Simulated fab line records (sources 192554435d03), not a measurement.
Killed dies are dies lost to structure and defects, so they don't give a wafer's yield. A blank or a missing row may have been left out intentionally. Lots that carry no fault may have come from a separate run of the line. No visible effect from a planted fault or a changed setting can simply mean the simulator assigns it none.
Chamber matching | flow n5-finfet | 4 sister chambers for N5_MOL_CONTACT_COAG_STRIP_72 on rie-diel-04
The step strips in N2/H2. 16 wafers are shown with their chamber, then 8 later ones without.

EACH WAFER AND ITS CHAMBER
wafer  | chamber | drypump-motor-current-A (A) | showerhead-plenum-p-Torr (Torr) | throttle-valve-pct (%)
L078.2 | 3       | 6.0                         | 2.63                            | 23.54
L078.3 | 0       | 5.8                         | 2.42                            | 23.92
L078.6 | 1       | 6.3                         | 2.56                            | 24.03
L080.1 | 0       | 5.8                         | 2.42                            | 23.96
L080.4 | 2       | 5.3                         | 2.41                            | 23.89
L080.6 | 1       | 6.2                         | 2.55                            | 24.03
L082.2 | 1       | 6.2                         | 2.55                            | 24.05
L082.3 | 2       | 5.3                         | 2.41                            | 23.89
L082.6 | 1       | 6.2                         | 2.55                            | 24.01
L083.1 | 3       | 6.0                         | 2.62                            | 23.57
L083.4 | 2       | 5.3                         | 2.41                            | 23.86
L083.5 | 2       | 5.3                         | 2.41                            | 23.85
L084.1 | 3       | 6.0                         | 2.62                            | 23.57
L084.3 | 2       | 5.3                         | 2.41                            | 23.91
L084.5 | 2       | 5.3                         | 2.41                            | 23.93
L085.4 | 0       | 5.8                         | 2.41                            | 23.93

SIGNATURES, as means of the wafers listed above
reading                  | chamber 0 | chamber 1 | chamber 2 | chamber 3 | scatter within a chamber
drypump-motor-current-A  | 5.800     | 6.225     | 5.300     | 6.000     | 0.025
showerhead-plenum-p-Torr | 2.4167    | 2.5525    | 2.4100    | 2.6233    | 0.00417
throttle-valve-pct       | 23.9367   | 24.0300   | 23.8883   | 23.5600   | 0.0237
Rule: distance of a wafer from a chamber = root of the sum over the readings of ((wafer's reading minus chamber's mean) / reading's scatter) squared. If the next closest chamber is less than 2 further off than the closest, the wafer can't be placed; otherwise it belongs to the closest. The scatter: the root of (the sum of the squares of (reading less its chamber's mean) over the shown wafers, divided by (wafers less chambers)).

WAFERS WITH NO CHAMBER GIVEN
wafer  | drypump-motor-current-A (A) | showerhead-plenum-p-Torr (Torr) | throttle-valve-pct (%)
L085.5 | 5.8                         | 2.42                            | 23.94
L085.6 | 6.0                         | 2.62                            | 23.57
L090.1 | 5.3                         | 2.41                            | 23.92
L090.4 | 6.0                         | 2.62                            | 23.55
L090.6 | 5.8                         | 2.41                            | 23.92
L093.1 | 6.0                         | 2.62                            | 23.58
L093.2 | 5.3                         | 2.41                            | 23.90
L093.4 | 5.8                         | 2.41                            | 23.99

THE CHAMBER EACH PASSED THROUGH
wafer  | from the rows above | in truth
L085.5 | 0                   | 0
L085.6 | 3                   | 3
L090.1 | 2                   | 2
L090.4 | 3                   | 3
L090.6 | 0                   | 0
L093.1 | 3                   | 3
L093.2 | 2                   | 2
L093.4 | 0                   | 0
Correct placement for 8 of the 8. Left unplaced by these rows: 0. Placed wrongly: 0.
